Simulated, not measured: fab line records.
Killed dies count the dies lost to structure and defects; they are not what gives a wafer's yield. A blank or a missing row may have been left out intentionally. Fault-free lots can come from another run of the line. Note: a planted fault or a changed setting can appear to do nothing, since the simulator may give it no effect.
fab line records    flow n5_finfet
record lots=10  wafers=28  last_day=17
route steps=1938 shown BEOL_M4@1064
lots that met no fault: taken from a fault-free run of the same line
start_h: the number of hours between the record's first day and the start of the first shown wafer of the lot    wait_h: hours elapsed since this lot's preceding step    " the same as in the row above    L1.1+2: a single row standing in for several wafers    - no value, or no start was given    * or withheld: withheld    < > ~ a bound
route shown NAME@n: a module of which the file shows steps, and the number in the route of the first    usual: mean and standard deviation over wafers with no fault    same: alike in all rows    chamber/n: place in a boat    sites: the reading at each site    _std_site: the standard deviation of these    _edge_site: the outer-site mean with the inner-site mean subtracted    radius_mm: for every site, how far away it sits from the centre of the wafer    mask NAME#n: copy n    behind: the most recent tool/chamber to have shaped the wafer    hold: why the lot went on hold/how many hours it stayed there/how the hold came to an end    device: names the non-switching transistor (n, p or np)    end of line: the same wafers' tests at the end of the route    where a step has no rows: the recipe by itself    killed: the dies lost at the first sort to structure and to defects; this is not the yield of the wafer    map: the dies of a wafer, with x for killed, . for not killed, _ for no die there
set.NAME: the setting as run; set.NAME@STEP: as run at that earlier step    model.NAME: the simulator's own value behind a step, which no gauge read
the route's steps for a sample of lots (tables are steps, rows are wafers)
services: a tool's chamber out of use, with start hour (start_h, from the record's first day; less than 0 if before it), hours out, and reason
## steps
# step N5_BEOL_M4_ETCH_70
# recipe chemistry=N2/H2  target=SOC  target_depth_a=800  overetch_a=240  mask_material=SiARC  temp_c=40  time_s=130  ion_energy_ev=200  pressure_mtorr=30  source_w=840  bias_w=150  n2_flow_sccm=200  h2_flow_sccm=200
# usual drypump_motor_current_A=5.6/0.6  h2_flow_sccm=200.0/0.52  oes_product_au=0.61/0.069  rf_vpp_V=524.9/2.7  showerhead_plenum_p_Torr=2.58/0.096  throttle_valve_pct=17.83/0.22
# same time_s=130
lot.wafer  tool         chamber  start_h  wait_h  drypump_motor_current_A  h2_flow_sccm  oes_product_au  rf_hours_counter_h  rf_vpp_V  showerhead_plenum_p_Torr  throttle_valve_pct
L767.1     rie_diel-06  1        195.91   0.0     4.8                      200.9         0.52            212                 523.0     2.50                      17.88
L767.6     "            3        "        "       5.9                      200.9         0.57            -                   523.2     2.57                      17.78
L770.2     rie_diel-04  1        199.18   0.0     5.9                      200.0         0.51            245                 524.9     2.60                      18.37
L770.3     "            3        "        "       6.2                      200.6         0.56            132                 520.8     2.44                      18.16
L770.5     "            3        "        "       6.2                      201.0         0.56            -                   521.0     2.44                      18.14
L768.1     rie_diel-05  3        199.22   0.0     6.3                      200.5         0.68            17                  524.1     2.61                      17.71
L768.3     "            2        "        "       5.3                      199.4         0.62            55                  524.7     2.58                      17.41
L768.6     "            3        "        "       6.3                      199.7         0.67            -                   524.8     2.61                      17.70
L773.2     rie_diel-05  1        226.03   0.0     5.3                      200.1         0.67            15                  529.1     2.71                      17.92
L773.3     "            2        "        "       5.3                      200.0         0.61            66                  526.1     2.57                      17.43
L773.5     "            0        "        "       4.8                      199.5         0.72            -                   528.8     2.72                      17.72
L780.2     rie_diel-05  2        255.59   0.0     5.3                      199.3         0.61            79                  524.0     2.57                      17.45
L780.3     "            0        "        "       4.8                      200.3         0.69            17                  527.2     2.71                      17.74
L780.4     "            0        "        "       4.8                      200.3         0.69            -                   529.8     2.71                      17.74
L782.2     rie_diel-05  1        280.11   0.0     5.3                      200.6         0.65            38                  526.3     2.70                      17.99
L782.4     "            2        "        "       5.3                      200.1         0.60            -                   525.0     2.56                      17.45
L782.5     "            0        "        "       4.8                      200.2         0.67            -                   527.5     2.71                      17.75
L781.2     rie_diel-04  1        280.15   0.0     5.9                      200.0         0.68            14                  526.0     2.59                      17.91
L781.5     "            2        "        "       5.7                      200.7         0.66            -                   522.1     2.47                      17.67
L781.6     "            1        "        "       5.9                      199.6         0.68            -                   524.4     2.59                      17.90
L783.1     rie_diel-04  2        288.81   0.0     5.7                      199.5         0.65            41                  523.7     2.47                      17.70
L783.4     "            3        "        "       6.2                      199.8         0.54            164                 520.2     2.43                      18.21
L783.6     "            1        "        "       5.9                      199.8         0.67            -                   526.0     2.59                      17.90
L785.1     rie_diel-04  0        294.04   0.0     6.7                      200.7         0.52            225                 527.1     2.62                      17.92
L785.3     "            2        "        "       5.6                      199.6         0.64            42                  521.6     2.47                      17.67
L785.4     "            1        "        "       5.9                      200.3         0.68            19                  526.3     2.59                      17.89
L786.5     rie_diel-06  3        294.22   0.0     5.8                      200.5         0.55            -                   523.8     2.55                      17.85
L786.6     "            2        "        "       5.1                      199.8         0.56            -                   526.3     2.67                      17.73
# step N5_BEOL_M4_DEGAS_44
# recipe ambient=vacuum  temp_c=250  time_s=60
# usual heater_power_w=343/55
# same time_s=60
lot.wafer  tool            chamber  start_h  wait_h  heater_power_w
L767.1     pvd_sputter-02  -        196.74   0.3     248
L767.6     "               -        "        "       316
L770.2     pvd_sputter-01  -        199.84   0.1     336
L770.3     "               -        "        "       321
L770.5     "               -        "        "       326
L768.1     pvd_sputter-02  -        199.84   0.1     244
L768.3     "               -        "        "       380
L768.6     "               -        "        "       319
L773.2     pvd_sputter-01  -        227.10   0.5     338
L773.3     "               -        "        "       318
L773.5     "               -        "        "       327
L780.2     pvd_sputter-03  -        256.64   0.5     272
L780.3     "               -        "        "       343
L780.4     "               -        "        "       347
L782.2     pvd_sputter-02  -        280.97   0.3     385
L782.4     "               -        "        "       319
L782.5     "               -        "        "       321
L781.2     pvd_sputter-01  -        281.05   0.4     379
L781.5     "               -        "        "       332
L781.6     "               -        "        "       324
L783.1     pvd_sputter-03  -        289.87   0.5     349
L783.4     "               -        "        "       436
L783.6     "               -        "        "       438
L785.1     pvd_sputter-03  -        295.02   0.5     434
L785.3     "               -        "        "       341
L785.4     "               -        "        "       272
L786.5     pvd_sputter-02  -        295.04   0.2     427
L786.6     "               -        "        "       377
# step N5_BEOL_M4_PRE_CLEAN_45
# recipe gas=H2/He  time_s=30  temp_c=250
# usual heater_power_w=343/54
# same time_s=30
lot.wafer  tool            chamber  start_h  wait_h  heater_power_w
L767.1     pvd_sputter-02  -        196.78   0.0     240
L767.6     "               -        "        "       325
L770.2     pvd_sputter-01  -        199.88   0.0     332
L770.3     "               -        "        "       315
L770.5     "               -        "        "       323
L768.1     pvd_sputter-02  -        199.88   0.0     240
L768.3     "               -        "        "       382
L768.6     "               -        "        "       321
L773.2     pvd_sputter-01  -        227.14   0.0     327
L773.3     "               -        "        "       321
L773.5     "               -        "        "       335
L780.2     pvd_sputter-03  -        256.68   0.0     274
L780.3     "               -        "        "       360
L780.4     "               -        "        "       341
L782.2     pvd_sputter-02  -        281.01   0.0     391
L782.4     "               -        "        "       324
L782.5     "               -        "        "       324
L781.2     pvd_sputter-01  -        281.09   0.0     366
L781.5     "               -        "        "       324
L781.6     "               -        "        "       323
L783.1     pvd_sputter-03  -        289.91   0.0     351
L783.4     "               -        "        "       430
L783.6     "               -        "        "       433
L785.1     pvd_sputter-03  -        295.06   0.0     434
L785.3     "               -        "        "       339
L785.4     "               -        "        "       280
L786.5     pvd_sputter-02  -        295.08   0.0     423
L786.6     "               -        "        "       384
# step N5_BEOL_M4_ANNEAL_89
# recipe temp_c=400  time_s=240  ambient=vacuum
# usual heater_power_w=859/130  susceptor_temp_C=400.01/0.24  time_s=240/0
lot.wafer  tool            chamber  start_h  wait_h  heater_power_w  susceptor_temp_C  time_s
L767.1     pvd_sputter-01  -        198.28   0.0     819             400.19            240
L767.6     "               -        "        "       804             399.91            240
L770.2     pvd_sputter-01  -        201.44   0.0     792             399.78            240
L770.3     "               -        "        "       794             400.29            240
L770.5     "               -        "        "       823             400.09            240
L768.1     pvd_sputter-03  -        201.50   0.0     879             399.99            240
L768.3     "               -        "        "       678             400.27            240
L768.6     "               -        "        "       868             400.11            240
L773.2     pvd_sputter-03  -        228.64   0.0     846             400.06            240
L773.3     "               -        "        "       1063            400.21            240
L773.5     "               -        "        "       685             400.39            240
L780.2     pvd_sputter-01  -        258.73   0.0     -               -                 -
L780.3     "               -        "        "       -               -                 -
L780.4     "               -        "        "       -               -                 -
L782.2     pvd_sputter-03  -        282.55   0.0     -               -                 -
L782.4     "               -        "        "       -               -                 -
L782.5     "               -        "        "       -               -                 -
L781.2     pvd_sputter-01  -        282.60   0.0     -               -                 -
L781.5     "               -        "        "       -               -                 -
L781.6     "               -        "        "       -               -                 -
L783.1     pvd_sputter-01  -        291.48   0.0     806             400.30            240
L783.4     "               -        "        "       787             399.74            240
L783.6     "               -        "        "       801             399.73            240
L785.1     pvd_sputter-03  -        296.62   0.0     813             400.06            240
L785.3     "               -        "        "       1090            400.41            240
L785.4     "               -        "        "       684             400.34            240
L786.5     pvd_sputter-02  -        297.07   0.1     789             400.02            240
L786.6     "               -        "        "       597             399.86            240
# step N5_BEOL_M4_RC_MEAS_101
# usual DIBL_N=36.8/2.2  DIBL_P=37.0/2.8  IOFF_N=0.18/0.043  IOFF_P=0.23/0.05  ION_N=680/14  ION_P=466/9.1  SS_N=71.7/0.74  SS_P=73.5/0.79  VT_N=248/4  VT_P=-249/4.1
lot.wafer  tool       chamber  start_h  wait_h  DIBL_N[mV/V]  DIBL_P[mV/V]  IOFF_N[nA/um]  IOFF_P[nA/um]  ION_N[uA/um]  ION_P[uA/um]  SS_N[mV/dec]  SS_P[mV/dec]  VT_N[mV]  VT_P[mV]
L767.1     prober-01  0        200.37   0.2     36.6          39.3          0.18           0.20           682           455           71.6          73.9          246       -253
L767.6     "          0        "        "       32.5          33.7          0.10           0.13           659           444           70.4          72.3          255       -259
L770.2     prober-02  0        203.49   0.2     37.2          36.0          0.17           0.22           678           465           72.8          73.9          248       -248
L770.3     "          0        "        "       34.5          33.0          0.13           0.18           658           457           71.3          72.6          250       -250
L770.5     "          0        "        "       38.6          38.7          0.20           0.26           677           469           72.6          73.6          246       -246
L768.1     prober-01  0        203.58   0.0     36.2          37.8          0.16           0.20           681           464           72.4          72.9          250       -251
L768.3     "          0        "        "       39.3          41.7          0.21           0.29           692           469           73.0          74.6          247       -248
L768.6     "          0        "        "       36.2          38.4          0.15           0.20           676           463           71.3          72.4          249       -251
L773.2     prober-02  0        230.72   0.2     40.1          39.8          0.20           0.30           671           470           72.0          74.3          249       -244
L773.3     "          0        "        "       38.5          38.5          0.19           0.28           681           477           71.6          73.3          246       -243
L773.5     "          0        "        "       42.5          42.6          0.27           0.36           700           479           73.1          74.9          244       -242
L780.2     prober-02  0        260.82   0.2     38.1          35.3          0.18           0.24           688           475           72.0          73.1          249       -246
L780.3     "          0        "        "       40.9          38.5          0.22           0.30           693           478           72.2          74.1          243       -244
L780.4     "          0        "        "       38.4          35.4          0.16           0.23           669           459           71.9          73.5          252       -248
L782.2     prober-01  0        284.66   0.2     33.8          32.3          0.13           0.18           664           461           71.4          72.0          253       -252
L782.4     "          0        "        "       36.8          36.9          0.18           0.25           682           468           71.5          72.8          247       -249
L782.5     "          0        "        "       38.4          38.7          0.23           0.27           700           479           71.8          73.7          242       -248
L781.2     prober-02  0        284.80   0.2     34.6          34.2          0.13           0.19           664           457           70.7          73.0          252       -251
L781.5     "          0        "        "       30.4          29.0          0.08           0.12           636           441           69.9          71.5          259       -257
L781.6     "          0        "        "       39.2          40.9          0.25           0.31           695           474           71.6          74.1          242       -244
L783.1     prober-02  0        293.41   0.0     38.8          40.2          0.22           0.29           696           472           72.0          74.7          247       -244
L783.4     "          0        "        "       37.5          39.5          0.20           0.29           696           480           72.4          74.3          245       -244
L783.6     "          0        "        "       37.8          38.9          0.18           0.25           679           466           72.2          74.3          249       -245
L785.1     prober-01  0        298.57   0.0     33.4          34.3          0.12           0.17           671           460           70.6          73.1          256       -255
L785.3     "          0        "        "       37.3          39.2          0.20           0.25           687           468           71.6          73.7          246       -250
L785.4     "          0        "        "       35.5          37.2          0.15           0.22           670           466           71.4          73.1          251       -250
L786.5     prober-02  0        299.52   0.6     36.7          37.9          0.20           0.26           686           474           72.2          73.6          243       -244
L786.6     "          0        "        "       37.7          40.2          0.22           0.31           701           487           72.3          74.8          242       -241
## services
tool            chamber  start_h  hours  kind
pvd_sputter-01  -        194.09   0.8    repair
rie_diel-06     0        197.25   -      clean
rie_diel-06     0        197.25   -      consumable_replace:focus_ring
rie_diel-06     0        197.25   35.3   scheduled_down
rie_diel-06     0        197.25   35.3   vent_cycle
rie_diel-05     0        200.40   -      clean
rie_diel-05     0        200.40   -      consumable_replace:focus_ring
rie_diel-05     0        200.40   -      consumable_replace:showerhead
rie_diel-05     0        200.40   14.8   scheduled_down
rie_diel-05     0        200.40   14.8   vent_cycle
rie_diel-04     1        214.39   -      clean
rie_diel-04     1        214.39   -      consumable_replace:focus_ring
rie_diel-04     1        214.39   16.8   scheduled_down
rie_diel-04     1        214.39   16.8   vent_cycle
rie_diel-04     1        235.62   8.8    repair
rie_diel-05     3        239.05   115.1  repair
## key
first_sign step=N5_BEOL_M4_ANNEAL_89  reading=tool_record  direction=missing
effect none on later readings
met_at N5_BEOL_M4_ANNEAL_89
struck_lots L780,L781,L782
not_acting_at N5_BEOL_M4_ETCH_70,N5_BEOL_M4_DEGAS_44,N5_BEOL_M4_PRE_CLEAN_45
onset_between 228.64 258.73
fault kind=skipped_step_whole  tool=pvd_sputter-01,pvd_sputter-03  chamber=-  onset_h=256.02  steps=N5_BEOL_M4_ANNEAL_89  scope=struck_lots_only
